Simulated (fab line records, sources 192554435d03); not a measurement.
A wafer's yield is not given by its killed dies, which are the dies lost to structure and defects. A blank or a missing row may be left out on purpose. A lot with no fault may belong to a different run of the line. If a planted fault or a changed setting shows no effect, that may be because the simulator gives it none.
fab line records	flow n5_finfet
record: lots: 10	wafers: 30	last_day: 17
route steps=1938 shown BEOL_M4@1091 BEOL_M5@1113 PASSIVATION@1936
lots untouched by any fault: they come from a run of this same line in which no faults occurred
start_h: hours from the record's opening day to when the first of the lot's shown wafers began	wait_h: time in hours since the lot's previous step	" identical to the entry in the row above	L1.1+2: a single row standing in for several wafers	- no value, or no start was given	* or withheld: withheld	< > ~ a bound
route shown NAME@n: NAME is a module with steps in the file, n the number in the route of the first one	usual: the fault-free wafers' mean and standard deviation	same: alike in all rows	chamber/n: place in a boat	sites: readings site by site	_std_site: their standard deviation	_edge_site: the outer-site mean with the inner-site mean subtracted	radius_mm: for every site, how far away it sits from the centre of the wafer	mask NAME#n: copy n	behind: tool/chamber where the wafer was last shaped	hold: why the lot was held/for how many hours/how that ended	device: the n, p or np transistor that did not switch	end of line: tests of these same wafers at the route's end	step lacking rows: just its recipe	killed: dies that structure and defects cost at the first sort, which is not the same as the wafer's yield	map: shows each die of a wafer: x if killed, . if not, _ if none is there
set.NAME: setting as actually run; set.NAME@STEP: the setting as run at that earlier step	model.NAME: the simulator's own value behind a step, which no gauge read
route steps across a sampled set of lots; one table per step, one row per wafer
services: the hour from which a tool's chamber was out of use, counted from the record's first day as start_h (under 0 if before that day), plus the number of hours and why
== steps ==
step: N5_BEOL_M4_ANNEAL_87
recipe: temp_c: 400	time_s: 240	ambient: vacuum
usual: heater_power_w: 914/120
lot.wafer	tool	chamber	start_h	wait_h	heater_power_w
L402.1	pvd_sputter-01	-	157.05	0.0	1020
L402.3	"	-	"	"	1055
L402.6	"	-	"	"	1070
L404.1	pvd_sputter-01	-	165.89	0.0	840
L404.4	"	-	"	"	1010
L404.6	"	-	"	"	895
L409.3	pvd_sputter-01	-	199.71	0.0	878
L409.5	"	-	"	"	1024
L409.6	"	-	"	"	1091
L411.2	pvd_sputter-03	-	214.46	0.0	953
L411.3	"	-	"	"	785
L411.4	"	-	"	"	986
L413.1	pvd_sputter-02	-	229.43	0.0	1165
L413.2	"	-	"	"	929
L413.3	"	-	"	"	770
L414.1	pvd_sputter-03	-	240.02	0.0	761
L414.2	"	-	"	"	681
L414.4	"	-	"	"	941
L419.1	pvd_sputter-02	-	261.96	0.0	892
L419.2	"	-	"	"	919
L419.6	"	-	"	"	894
L421.2	pvd_sputter-03	-	271.48	0.0	773
L421.5	"	-	"	"	967
L421.6	"	-	"	"	955
L423.1	pvd_sputter-01	-	288.16	0.0	1060
L423.2	"	-	"	"	886
L423.6	"	-	"	"	851
L424.1	pvd_sputter-01	-	304.75	0.0	908
L424.2	"	-	"	"	1037
L424.5	"	-	"	"	1013
step: N5_BEOL_M4_SPUTTER_96
recipe: material: Cu	target_thk_a: 45	temp_c: -20	chamber_pressure_pa: 0.07	power_w: withheld	time_s: 8.29
usual: throttle_valve_pct: 30.3/1.1
lot.wafer	tool	chamber	start_h	wait_h	throttle_valve_pct
L402.1	pvd_sputter-01	-	158.07	0.1	31.4
L402.3	"	-	"	"	31.3
L402.6	"	-	"	"	31.1
L404.1	pvd_sputter-01	-	166.91	0.1	30.7
L404.4	"	-	"	"	31.3
L404.6	"	-	"	"	29.5
L409.3	pvd_sputter-01	-	200.73	0.1	29.5
L409.5	"	-	"	"	31.5
L409.6	"	-	"	"	31.1
L411.2	pvd_sputter-03	-	215.48	0.1	28.9
L411.3	"	-	"	"	27.9
L411.4	"	-	"	"	32.1
L413.1	pvd_sputter-02	-	230.45	0.1	29.1
L413.2	"	-	"	"	31.4
L413.3	"	-	"	"	30.1
L414.1	pvd_sputter-03	-	241.04	0.1	28.3
L414.2	"	-	"	"	30.3
L414.4	"	-	"	"	29.0
L419.1	pvd_sputter-02	-	262.98	0.1	30.2
L419.2	"	-	"	"	31.5
L419.6	"	-	"	"	30.1
L421.2	pvd_sputter-03	-	272.50	0.1	28.4
L421.5	"	-	"	"	31.8
L421.6	"	-	"	"	29.0
L423.1	pvd_sputter-01	-	289.18	0.1	31.0
L423.2	"	-	"	"	29.6
L423.6	"	-	"	"	30.8
L424.1	pvd_sputter-01	-	305.77	0.1	29.6
L424.2	"	-	"	"	30.8
L424.5	"	-	"	"	31.4
step: N5_BEOL_M4_CMP_52
recipe: stop_on: SiOC	t_overpolish_s: 6.8	down_force_psi: 1	platen_rpm: 50	clearing_platen_down_force_psi: 1.5	clearing_platen_rpm: 50	post_cmp_clean: cu_alkaline	target_thk_nm: 40	clearing_platen_pad_velocity_m_s: 0.99484	pad_velocity_m_s: 0.99484
usual: barrier_field_endpoint_s: 24.5/0.62	clearing_platen_down_force_psi: 1.4997/0.0028	motor_current_A: 5.9/0.57	overpolish_run_s: 6.801/0.0088	retaining_ring_pressure_frac: 1.000/0.0051	time_to_endpoint_s: 62/3.4
lot.wafer	tool	chamber	start_h	wait_h	barrier_field_endpoint_s	clearing_platen_down_force_psi	motor_current_A	overpolish_run_s	retaining_ring_pressure_frac	time_to_endpoint_s
L402.1	cmp-03	2	158.56	0.3	24.9	1.4989	5.6	6.811	1.002	66
L402.3	"	1	"	"	26.7	1.4983	5.5	6.796	1.009	73
L402.6	"	3	"	"	24.2	1.4961	6.0	6.797	1.000	61
L404.4	cmp-03	1	167.53	0.1	25.7	1.5013	5.3	6.801	0.995	67
L404.1	"	3	"	"	23.8	1.5011	5.9	6.794	0.999	63
L404.6	"	2	"	"	24.7	1.5045	5.4	6.812	1.003	67
L409.3	cmp-01	3	201.61	0.4	24.1	1.4997	7.3	6.808	1.007	60
L409.5	"	0	"	"	24.0	1.4962	6.1	6.820	0.994	61
L409.6	"	1	"	"	25.1	1.5002	5.8	6.794	1.005	67
L411.3	cmp-01	1	217.50	1.7	25.1	1.4969	5.9	6.799	1.005	67
L411.2	"	2	"	"	23.8	1.5044	5.4	6.805	1.006	63
L411.4	"	0	"	"	24.8	1.5033	6.4	6.797	1.007	63
L413.1	cmp-01	2	230.94	0.3	24.4	1.4965	5.5	6.793	1.002	62
L413.2	"	3	"	"	24.9	1.4949	7.5	6.806	0.994	62
L413.3	"	0	"	"	25.0	1.4947	5.8	6.798	0.998	63
L414.1	cmp-03	2	241.53	0.3	23.5	1.4995	5.5	6.792	0.995	64
L414.2	"	3	"	"	22.6	1.4991	5.8	6.798	0.998	60
L414.4	"	1	"	"	24.1	1.4981	5.2	6.799	1.013	68
L419.2	cmp-02	1	263.60	0.3	24.6	1.4964	6.3	6.805	0.996	64
L419.1	"	2	"	"	23.9	1.4955	5.7	6.809	0.995	63
L419.6	"	2	"	"	23.6	1.4990	5.6	6.818	0.999	60
L421.2	cmp-02	0	273.26	0.3	24.0	1.4992	6.5	6.793	1.002	56
L421.5	"	1	"	"	24.6	1.5014	6.2	6.792	1.000	61
L421.6	"	2	"	"	24.3	1.4999	5.7	6.795	0.997	58
L423.2	cmp-01	3	289.75	0.3	23.5	1.4949	7.4	6.796	0.994	60
L423.1	"	0	"	"	23.7	1.5036	5.9	6.803	0.996	61
L423.6	"	2	"	"	23.2	1.4975	5.8	6.809	1.005	58
L424.2	cmp-03	3	306.30	0.2	23.8	1.5045	5.7	6.797	1.007	59
L424.1	"	0	"	"	24.9	1.4976	5.4	6.799	1.002	66
L424.5	"	3	"	"	24.2	1.5040	5.9	6.818	0.996	58
step: N5_BEOL_M5_CURE_79
recipe: temp_c: 385	time_s: 240	ambient: He/Ar	material: SiCOH_lowk
usual: lamp_power_pct: 52.31/0.056	run_length_s: 286.2/1.7	wafer_temp_C_max: 387.1/0.62
lot.wafer	tool	chamber	start_h	wait_h	lamp_power_pct	run_length_s	wafer_temp_C_max
L402.1	uv_cure-02	1	160.19	0.0	52.32	285.8	388.1
L402.3	"	1	"	"	52.39	286.0	388.1
L402.6	"	1	"	"	52.29	286.1	387.6
L404.1	uv_cure-03	2	169.48	0.2	52.35	290.6	386.4
L404.4	"	2	"	"	52.36	289.6	386.3
L404.6	"	2	"	"	52.28	289.5	386.6
L409.3	uv_cure-01	0	203.28	0.2	52.35	284.5	386.6
L409.5	"	0	"	"	52.35	284.4	386.3
L409.6	"	0	"	"	52.31	285.3	386.1
L411.2	uv_cure-01	1	219.21	0.1	52.37	285.9	386.8
L411.3	"	1	"	"	52.32	285.8	387.6
L411.4	"	1	"	"	52.36	285.8	387.3
L413.1	uv_cure-03	2	232.58	0.0	-	-	-
L413.2	"	2	"	"	-	-	-
L413.3	"	2	"	"	-	-	-
L414.1	uv_cure-03	1	243.16	0.0	-	-	-
L414.2	"	1	"	"	-	-	-
L414.4	"	1	"	"	-	-	-
L419.1	uv_cure-02	2	265.23	0.0	52.31	285.4	386.9
L419.2	"	2	"	"	52.36	285.6	386.4
L419.6	"	2	"	"	52.26	285.9	387.3
L421.2	uv_cure-03	1	274.87	0.1	52.34	284.8	387.5
L421.5	"	1	"	"	52.29	285.4	387.1
L421.6	"	1	"	"	52.31	285.0	387.4
L423.1	uv_cure-03	1	291.35	0.1	52.32	284.7	386.9
L423.2	"	1	"	"	52.17	284.7	387.5
L423.6	"	1	"	"	52.31	284.9	387.4
L424.1	uv_cure-02	0	307.90	0.0	52.29	289.8	387.2
L424.2	"	0	"	"	52.24	289.7	387.1
L424.5	"	0	"	"	52.33	289.7	387.2
step: N5_BEOL_M5_THK_MEAS_01
recipe: reads: SiCOH_lowk_of_BEOL_M5_ILD_DEP_00
usual: M5_ILD_THK: 121.1/1.8
lot.wafer	tool	chamber	start_h	wait_h	M5_ILD_THK[nm]
L402.1	film_metro-01	-	160.70	0.4	120.5
L402.3	"	-	"	"	119.2
L402.6	"	-	"	"	120.3
L404.1	film_metro-02	-	170.47	0.8	116.4
L404.4	"	-	"	"	122.2
L404.6	"	-	"	"	121.9
L409.3	film_metro-02	-	203.63	0.3	118.8
L409.5	"	-	"	"	121.1
L409.6	"	-	"	"	118.6
L411.2	film_metro-02	-	219.64	0.4	119.3
L411.3	"	-	"	"	122.1
L411.4	"	-	"	"	124.2
L413.1	film_metro-02	-	233.09	0.4	138.4
L413.2	"	-	"	"	140.7
L413.3	"	-	"	"	138.8
L414.1	film_metro-02	-	243.68	0.4	138.6
L414.2	"	-	"	"	140.4
L414.4	"	-	"	"	140.7
L419.1	film_metro-01	-	265.75	0.4	119.8
L419.2	"	-	"	"	120.0
L419.6	"	-	"	"	122.4
L421.2	film_metro-02	-	275.32	0.4	119.1
L421.5	"	-	"	"	120.5
L421.6	"	-	"	"	123.3
L423.1	film_metro-02	-	291.86	0.4	116.6
L423.2	"	-	"	"	120.6
L423.6	"	-	"	"	120.1
L424.1	film_metro-02	-	308.89	0.8	119.2
L424.2	"	-	"	"	118.7
L424.5	"	-	"	"	121.9
step: N5_PASSIVATION_PROBE_49
usual: defect_limited_yield: 91.3/1.5	killed_at_M0_to_M3: 34/11	killed_at_M4_up: 14/6.1	killed_at_contacts: 12/5.9	killed_at_front_end: 39/11	killed_at_other: 4/3.3	killed_dies: 102/18	killed_open: 67/13	killed_short: 33/7.9	sort_bin_5_function: 5.1/1	sort_bin_6_memory: 3.3/0.7	sort_bin_8_speed: 0.1/0.69	sort_n_pass: 1077/19	sort_yield_pct: 91.3/1.6
same: gross_dies: 1180	killed_at_back_side: 0	sort_bin_4_leakage[%]: 0
lot.wafer	tool	chamber	start_h	wait_h	defect_limited_yield[%]	killed_at_M0_to_M3	killed_at_M4_up	killed_at_contacts	killed_at_front_end	killed_at_other	killed_dies	killed_open	killed_short	sort_bin_5_function[%]	sort_bin_6_memory[%]	sort_bin_8_speed[%]	sort_n_pass	sort_yield_pct[%]
L402.1	prober-01	-	253.54	0.0	90.3	36	9	16	52	1	114	76	34	5.0	4.1	0	1066	90.3
L402.3	prober-01	-	253.64	0.1	87.4	49	15	17	64	4	149	95	50	7.6	4.8	0	1031	87.4
L402.6	prober-01	-	253.79	0.3	90.6	58	13	7	31	2	111	69	42	6.3	2.9	0	1069	90.6
L404.1	prober-01	-	261.02	0.0	90.0	27	10	17	60	4	118	77	41	5.7	4.0	0	1062	90.0
L404.4	prober-01	-	261.17	0.2	90.8	36	8	13	46	6	109	66	42	5.0	3.9	0	1071	90.8
L404.6	prober-01	-	261.27	0.3	92.5	19	18	6	42	4	89	54	28	4.2	2.6	0	1091	92.5
L409.3	prober-01	-	298.52	0.1	93.3	10	15	9	37	8	79	58	19	3.6	2.9	0	1101	93.3
L409.5	prober-01	-	298.62	0.2	93.1	17	13	4	41	6	81	54	25	3.8	3.0	0	1099	93.1
L409.6	prober-01	-	298.67	0.3	89.9	23	26	12	56	2	119	74	43	5.8	4.0	0	1061	89.9
L411.2	prober-01	-	322.07	0.1	92.1	30	17	11	27	8	93	56	32	4.9	2.7	0	1087	92.1
L411.3	prober-01	-	322.12	0.1	91.2	44	12	13	33	2	104	66	34	5.5	3.1	0	1076	91.2
L411.4	prober-01	-	322.17	0.2	91.1	33	11	17	44	0	105	67	37	5.2	3.6	0	1075	91.1
L413.1	prober-01	-	328.07	0.0	91.0	49	9	6	37	5	106	70	33	5.8	2.8	0	1074	91.0
L413.2	prober-01	-	328.12	0.1	87.9	51	14	17	40	21	143	94	48	7.0	4.7	0	1037	87.9
L413.3	prober-01	-	328.17	0.1	89.7	59	13	16	24	9	121	80	41	5.4	4.2	0	1059	89.7
L414.1	prober-02	-	343.02	0.0	89.5	71	14	13	26	0	124	91	31	6.9	3.4	0	1056	89.5
L414.2	prober-02	-	343.07	0.1	90.1	43	17	22	35	0	117	79	37	5.2	4.6	0	1063	90.1
L414.4	prober-02	-	343.17	0.2	89.7	54	17	14	35	2	122	73	46	5.5	4.3	0	1058	89.7
L419.1	prober-01	-	370.04	0.0	90.8	34	14	12	43	5	108	61	46	4.3	4.3	0	1072	90.8
L419.2	prober-01	-	370.09	0.1	92.8	20	14	10	33	8	85	46	33	4.2	2.7	8.3	997	84.5
L419.6	prober-01	-	370.29	0.3	90.9	35	22	15	32	3	107	73	32	4.6	4.2	0	1073	90.9
L421.2	prober-01	-	382.66	0.1	90.1	47	13	13	33	11	117	74	43	5.9	3.6	0	1063	90.1
L421.5	prober-01	-	382.81	0.2	92.0	42	12	4	33	3	94	62	31	4.2	3.5	0	1086	92.0
L421.6	prober-01	-	382.86	0.3	91.6	44	18	2	32	3	99	58	35	4.2	3.9	0	1081	91.6
L423.1	prober-01	-	386.67	0.0	93.9	36	3	6	25	2	72	43	29	3.4	2.6	0	1108	93.9
L423.2	prober-01	-	386.72	0.1	93.6	32	10	11	20	2	75	53	22	3.8	2.5	0	1105	93.6
L423.6	prober-01	-	386.92	0.3	89.7	36	5	22	54	4	121	74	43	5.8	4.0	0	1059	89.7
L424.1	prober-01	-	405.47	0.0	89.2	59	19	10	34	5	127	91	36	7.2	3.3	0	1053	89.2
L424.2	prober-01	-	405.52	0.1	89.5	39	17	10	56	2	124	81	43	6.4	3.9	0	1056	89.5
L424.5	prober-01	-	405.67	0.2	90.8	33	12	2	61	1	109	74	35	5.0	4.1	0	1071	90.8
killed by level:class
L402.1 STI_FIN_REVEAL:geometric_particle:open=18 MOL_CONTACT_COAG:geometric_particle:open=12 FIN_SAQP:geometric_particle:short=9 BEOL_M2:geometric_particle:open=9 BEOL_M3:geometric_particle:open=8 BEOL_M1:geometric_particle:open=6 GATE_CUT:geometric_particle:open=4 GATE_CUT:geometric_particle:short=4
L402.3 STI_FIN_REVEAL:geometric_particle:open=27 FIN_SAQP:geometric_particle:short=13 BEOL_M0_SAQP:geometric_particle:open=12 MOL_CONTACT_COAG:geometric_particle:open=10 BEOL_M1:geometric_particle:open=10 BEOL_M0_SAQP:geometric_particle:short=8 FIN_SAQP:geometric_particle:open=7 MOL_CONTACT_COAG:geometric_particle:short=7
L402.6 BEOL_M0_SAQP:geometric_particle:open=19 BEOL_M0_SAQP:geometric_particle:short=14 STI_FIN_REVEAL:geometric_particle:open=11 BEOL_M4:geometric_particle:open=10 BEOL_M1:geometric_particle:open=10 MOL_CONTACT_COAG:geometric_particle:open=5 BEOL_M1:geometric_particle:short=5 FIN_SAQP:geometric_particle:short=4
L404.1 FIN_SAQP:geometric_particle:open=14 FIN_SAQP:geometric_particle:short=13 STI_FIN_REVEAL:geometric_particle:open=12 MOL_CONTACT_COAG:geometric_particle:open=12 BEOL_M0_SAQP:geometric_particle:open=9 STARTING-WAFER:geometric_particle:short=7 BEOL_M0:geometric_particle:open=6 BEOL_M3:geometric_particle:open=6
L404.4 MOL_CONTACT_COAG:geometric_particle:open=11 FIN_SAQP:geometric_particle:short=10 FIN_SAQP:geometric_particle:open=9 GATE_CUT:geometric_particle:short=8 GATE_CUT:geometric_particle:open=6 BEOL_M0_SAQP:geometric_particle:short=6 BEOL_M0:geometric_particle:open=6 BEOL_M2:geometric_particle:open=6
L404.6 FIN_SAQP:geometric_particle:short=10 FIN_SAQP:geometric_particle:open=10 BEOL_M4:geometric_particle:open=6 HKMG_FIN:area_etch=6 MOL_CONTACT_COAG:geometric_particle:open=5 BEOL_M2:geometric_particle:open=5 BEOL_M7:geometric_particle:open=4 DUMMY_GATE:geometric_particle:open=3
L409.3 FIN_SAQP:geometric_particle:open=10 STI_FIN_REVEAL:geometric_particle:open=9 MOL_CONTACT_COAG:geometric_particle:open=8 PASS1_CAP:geometric_particle:open=4 STARTING-WAFER:geometric_particle:open=4 STARTING-WAFER:geometric_particle:short=4 FIN_SAQP:geometric_particle:short=3 BEOL_M1:geometric_particle:open=3
L409.5 FIN_SAQP:geometric_particle:open=14 STI_FIN_REVEAL:geometric_particle:open=11 FIN_SAQP:geometric_particle:short=5 MOL_CONTACT_COAG:geometric_particle:open=4 BEOL_M1:geometric_particle:open=4 BEOL_M3:geometric_particle:open=3 BEOL_M2:geometric_particle:short=3 BEOL_M5:geometric_particle:open=3
L409.6 STI_FIN_REVEAL:geometric_particle:open=14 FIN_SAQP:geometric_particle:open=13 FIN_SAQP:geometric_particle:short=9 BEOL_M4:geometric_particle:short=8 BEOL_M5:geometric_particle:open=8 MOL_CONTACT_COAG:geometric_particle:open=7 BEOL_M1:geometric_particle:open=6 MOL_CONTACT_COAG:geometric_particle:short=5
L411.2 FIN_SAQP:geometric_particle:open=8 MOL_CONTACT_COAG:geometric_particle:open=7 BEOL_M0_SAQP:geometric_particle:open=7 BEOL_M3:geometric_particle:open=7 BEOL_M0_SAQP:geometric_particle:short=6 BEOL_M2:geometric_particle:open=5 PAD_METAL:geometric_particle:short=5 FIN_SAQP:geometric_particle:short=4
L411.3 BEOL_M3:geometric_particle:open=11 BEOL_M0_SAQP:geometric_particle:open=10 MOL_CONTACT_COAG:geometric_particle:open=8 BEOL_M0_SAQP:geometric_particle:short=8 FIN_SAQP:geometric_particle:open=7 FIN_SAQP:geometric_particle:short=7 GATE_CUT:geometric_particle:short=4 MOL_CONTACT_COAG:geometric_particle:short=4
L411.4 MOL_CONTACT_COAG:geometric_particle:open=14 GATE_CUT:geometric_particle:short=11 BEOL_M0_SAQP:geometric_particle:open=9 BEOL_M0_SAQP:geometric_particle:short=8 BEOL_M3:geometric_particle:open=7 STI_FIN_REVEAL:geometric_particle:open=6 GATE_CUT:geometric_particle:open=6 FIN_SAQP:geometric_particle:short=5
L413.1 BEOL_M0_SAQP:geometric_particle:open=12 GATE_CUT:geometric_particle:open=12 BEOL_M1:geometric_particle:open=8 BEOL_M0:geometric_particle:open=7 FIN_SAQP:geometric_particle:open=6 BEOL_M0_SAQP:geometric_particle:short=6 BEOL_M1:geometric_particle:short=6 GATE_CUT:geometric_particle:short=5
L413.2 MOL_CONTACT_COAG:geometric_particle:open=14 BEOL_M0_SAQP:geometric_particle:short=11 STI_FIN_REVEAL:geometric_particle:open=9 BEOL_M1:geometric_particle:open=9 BEOL_M0_SAQP:geometric_particle:open=9 BEOL_M3:geometric_particle:open=7 FIN_SAQP:geometric_particle:open=5 STARTING-WAFER:geometric_particle:open=5
L413.3 MOL_CONTACT_COAG:geometric_particle:open=13 BEOL_M0_SAQP:geometric_particle:open=13 BEOL_M0_SAQP:geometric_particle:short=11 BEOL_M3:geometric_particle:open=11 BEOL_M1:geometric_particle:open=10 BEOL_M1:geometric_particle:short=7 DUMMY_GATE:geometric_particle:open=5 GATE_CUT:geometric_particle:short=4
L414.1 BEOL_M3:geometric_particle:open=22 MOL_CONTACT_COAG:geometric_particle:open=12 STI_FIN_REVEAL:geometric_particle:open=11 BEOL_M0_SAQP:geometric_particle:open=10 BEOL_M0_SAQP:geometric_particle:short=10 BEOL_M2:geometric_particle:short=9 BEOL_M2:geometric_particle:open=8 BEOL_M1:geometric_particle:open=7
L414.2 MOL_CONTACT_COAG:geometric_particle:open=19 STI_FIN_REVEAL:geometric_particle:open=11 BEOL_M0_SAQP:geometric_particle:short=10 BEOL_M0_SAQP:geometric_particle:open=7 BEOL_M1:geometric_particle:open=6 FIN_SAQP:geometric_particle:open=5 BEOL_M1:geometric_particle:short=5 BEOL_M5:geometric_particle:open=5
L414.4 BEOL_M0_SAQP:geometric_particle:short=14 MOL_CONTACT_COAG:geometric_particle:open=12 BEOL_M0_SAQP:geometric_particle:open=10 BEOL_M1:geometric_particle:open=8 BEOL_M3:geometric_particle:open=7 FIN_SAQP:geometric_particle:short=6 FIN_SAQP:geometric_particle:open=6 BEOL_M4:geometric_particle:open=6
L419.1 FIN_SAQP:geometric_particle:short=16 BEOL_M0_SAQP:geometric_particle:open=11 BEOL_M0_SAQP:geometric_particle:short=9 DUMMY_GATE:geometric_particle:open=7 MOL_CONTACT_COAG:geometric_particle:open=7 FIN_SAQP:geometric_particle:open=6 MOL_CONTACT_COAG:geometric_particle:short=5 BEOL_M2:geometric_particle:open=5
L419.2 MOL_CONTACT_COAG:geometric_particle:open=8 FIN_SAQP:geometric_particle:short=7 STI_FIN_REVEAL:geometric_particle:open=7 BEOL_M5:geometric_particle:open=6 BEOL_M0_SAQP:geometric_particle:short=5 FIN_SAQP:geometric_particle:open=4 STARTING-WAFER:geometric_particle:short=4 GATE_CUT:geometric_particle:short=3
L419.6 MOL_CONTACT_COAG:geometric_particle:open=13 FIN_SAQP:geometric_particle:short=9 BEOL_M1:geometric_particle:open=8 BEOL_M0_SAQP:geometric_particle:open=7 FIN_SAQP:geometric_particle:open=6 BEOL_M2:geometric_particle:open=6 BEOL_M0_SAQP:geometric_particle:short=5 BEOL_M0:geometric_particle:open=5
L421.2 BEOL_M2:geometric_particle:open=13 MOL_CONTACT_COAG:geometric_particle:open=12 BEOL_M2:geometric_particle:short=12 BEOL_M3:geometric_particle:open=11 BEOL_M4:geometric_particle:open=9 PASS1_CAP:geometric_particle:short=7 BEOL_M0_SAQP:geometric_particle:short=6 FIN_SAQP:geometric_particle:open=5
L421.5 BEOL_M1:geometric_particle:open=9 STI_FIN_REVEAL:geometric_particle:open=8 BEOL_M0_SAQP:geometric_particle:short=8 BEOL_M3:geometric_particle:open=7 FIN_SAQP:geometric_particle:open=6 BEOL_M2:geometric_particle:short=6 BEOL_M4:geometric_particle:open=6 FIN_SAQP:geometric_particle:short=4
L421.6 BEOL_M2:geometric_particle:open=12 BEOL_M0_SAQP:geometric_particle:short=8 FIN_SAQP:geometric_particle:short=7 STI_FIN_REVEAL:geometric_particle:open=7 BEOL_M0_SAQP:geometric_particle:open=6 BEOL_M3:geometric_particle:open=6 FIN_SAQP:geometric_particle:open=5 BEOL_M4:geometric_particle:short=5
L423.1 BEOL_M0_SAQP:geometric_particle:short=10 BEOL_M1:geometric_particle:open=7 BEOL_M0_SAQP:geometric_particle:open=6 STI_FIN_REVEAL:geometric_particle:open=4 MOL_CONTACT_COAG:geometric_particle:open=4 STARTING-WAFER:geometric_particle:open=4 FIN_SAQP:geometric_particle:open=3 FIN_SAQP:geometric_particle:short=3
L423.2 BEOL_M0_SAQP:geometric_particle:short=10 MOL_CONTACT_COAG:geometric_particle:open=9 BEOL_M0_SAQP:geometric_particle:open=7 BEOL_M1:geometric_particle:open=6 DUMMY_GATE:geometric_particle:open=5 FIN_SAQP:geometric_particle:open=4 FIN_SAQP:geometric_particle:short=3 STI_FIN_REVEAL:geometric_particle:open=3
L423.6 FIN_SAQP:geometric_particle:open=16 BEOL_M0_SAQP:geometric_particle:short=16 BEOL_M0_SAQP:geometric_particle:open=15 MOL_CONTACT_COAG:geometric_particle:open=15 STI_FIN_REVEAL:geometric_particle:open=11 GATE_CUT:geometric_particle:short=6 FIN_SAQP:geometric_particle:short=6 DUMMY_GATE:geometric_particle:open=5
L424.1 BEOL_M0_SAQP:geometric_particle:open=15 BEOL_M2:geometric_particle:open=11 BEOL_M4:geometric_particle:open=9 BEOL_M3:geometric_particle:open=9 MOL_CONTACT_COAG:geometric_particle:open=8 BEOL_M0_SAQP:geometric_particle:short=8 BEOL_M1:geometric_particle:open=6 DUMMY_GATE:geometric_particle:open=5
L424.2 BEOL_M0_SAQP:geometric_particle:open=12 BEOL_M4:geometric_particle:open=11 FIN_SAQP:geometric_particle:short=10 BEOL_M0_SAQP:geometric_particle:short=10 FIN_SAQP:geometric_particle:open=9 DUMMY_GATE:geometric_particle:open=9 MOL_CONTACT_COAG:geometric_particle:open=9 STI_FIN_REVEAL:geometric_particle:open=6
L424.5 FIN_SAQP:geometric_particle:open=18 STI_FIN_REVEAL:geometric_particle:open=14 BEOL_M2:geometric_particle:open=9 BEOL_M0_SAQP:geometric_particle:short=6 BEOL_M4:geometric_particle:open=6 FIN_SAQP:geometric_particle:short=5 BEOL_M1:geometric_particle:open=5 STI_FIN_REVEAL:geometric_particle:short=4
== services ==
tool	chamber	start_h	hours	kind
cmp-02	-	136.64	2.2	repair
cmp-03	-	152.41	4.0	pm
cmp-01	-	153.65	4.2	pm
cmp-03	-	156.41	-	consumable_replace:conditioner
cmp-03	-	156.41	-	consumable_replace:pad
cmp-01	-	157.95	2.1	repair
cmp-01	-	189.59	0.3	repair
cmp-01	-	193.67	4.0	pm
cmp-01	-	197.67	-	consumable_replace:conditioner
cmp-03	-	203.49	4.3	repair
cmp-02	-	208.01	1.8	repair
uv_cure-03	-	209.53	7.5	pm
uv_cure-02	-	211.26	0.3	repair
cmp-01	-	218.47	1.5	repair
uv_cure-03	-	233.15	0.6	repair
cmp-03	-	234.33	1.3	repair
uv_cure-01	-	236.00	1.0	pm
cmp-01	-	241.90	1.7	repair
uv_cure-01	-	249.12	2.1	pm
cmp-01	-	256.66	12.8	pm
uv_cure-03	-	267.64	2.1	pm
cmp-03	-	281.47	1.8	repair
pvd_sputter-01	-	290.79	0.8	repair
pvd_sputter-01	-	294.87	7.9	repair
== key ==
first_sign: step: N5_BEOL_M5_CURE_79	reading: tool_record	direction: missing
effect: step: N5_BEOL_M5_THK_MEAS_01	reading: M5_ILD_THK	direction: up	sigmas: 10	usual: 121.1	struck: 139.6
met_at N5_BEOL_M5_CURE_79
struck_lots L413,L414
not_acting_at N5_BEOL_M4_ANNEAL_87,N5_BEOL_M4_SPUTTER_96,N5_BEOL_M4_CMP_52
onset_between 169.48 232.58
fault: kind: skipped_step_whole	tool: uv_cure-03	chamber: -	onset_h: 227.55	steps: N5_BEOL_M5_CURE_79	scope: struck_lots_only
